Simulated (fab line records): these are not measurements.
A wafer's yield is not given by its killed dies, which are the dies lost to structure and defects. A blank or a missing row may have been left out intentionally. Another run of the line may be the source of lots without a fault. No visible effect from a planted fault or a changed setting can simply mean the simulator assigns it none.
Chamber matching ; flow n5-finfet ; rie-diel-02 running N5_BEOL_M3_ETCH_64: 4 sister chambers
The step etches SOC in N2/H2, target depth 75 nm, overetch 15 nm, time 112.5 s. 16 wafers are shown with their chamber, then 8 later ones without.

WAFERS WITH THEIR CHAMBER
wafer;chamber;showerhead-plenum-p-Torr (Torr);throttle-valve-pct (%);rf-vpp-V (V)
L079.3;1;2.51;18.45;522.6
L079.5;0;2.47;17.70;523.2
L079.6;1;2.51;18.45;520.7
L077.2;1;2.51;18.44;525.2
L077.5;0;2.47;17.69;522.1
L077.6;3;2.57;17.91;524.3
L082.2;2;2.63;18.03;525.6
L082.4;1;2.50;18.46;522.8
L082.5;2;2.63;18.03;525.3
L085.1;3;2.57;17.95;523.6
L085.3;2;2.63;18.03;526.9
L085.4;3;2.57;17.93;524.5
L086.1;2;2.63;18.03;526.7
L086.2;3;2.57;17.94;523.3
L086.4;1;2.50;18.07;522.6
L089.1;2;2.63;18.05;528.1

SIGNATURES (means of the wafers above)
reading;chamber 0;chamber 1;chamber 2;chamber 3;scatter within a chamber
showerhead-plenum-p-Torr;2.4700;2.5060;2.6300;2.5700;0.00316
throttle-valve-pct;17.6950;18.3740;18.0340;17.9325;0.0987
rf-vpp-V;522.650;522.780;526.520;523.925;1.18
Rule: distance of a wafer from a chamber = root of the sum over the readings of ((wafer's reading minus chamber's mean) / reading's scatter) squared. If the next closest chamber is less than 2 further off than the closest, the wafer can't be placed; otherwise it belongs to the closest. The scatter: take each reading less its chamber's mean, square it, sum over the shown wafers, divide by the number of wafers less the number of chambers, and take the root.

WAFERS WITH NO CHAMBER GIVEN
wafer;showerhead-plenum-p-Torr (Torr);throttle-valve-pct (%);rf-vpp-V (V)
L089.3;2.56;17.95;524.9
L089.6;2.63;18.05;526.7
L091.1;2.62;18.05;526.7
L091.4;2.46;17.73;522.1
L091.6;2.50;18.11;523.1
L092.1;2.50;18.11;523.6
L092.4;2.46;17.74;523.9
L092.5;2.46;17.75;522.5

CHAMBER TAKEN BY EACH
wafer;from the rows above;in truth
L089.3;3;3
L089.6;2;2
L091.1;2;2
L091.4;0;0
L091.6;1;1
L092.1;1;1
L092.4;0;0
L092.5;0;0
Correctly placed: 8 of 8. Left unplaced by these rows: 0. Number placed wrongly: 0.
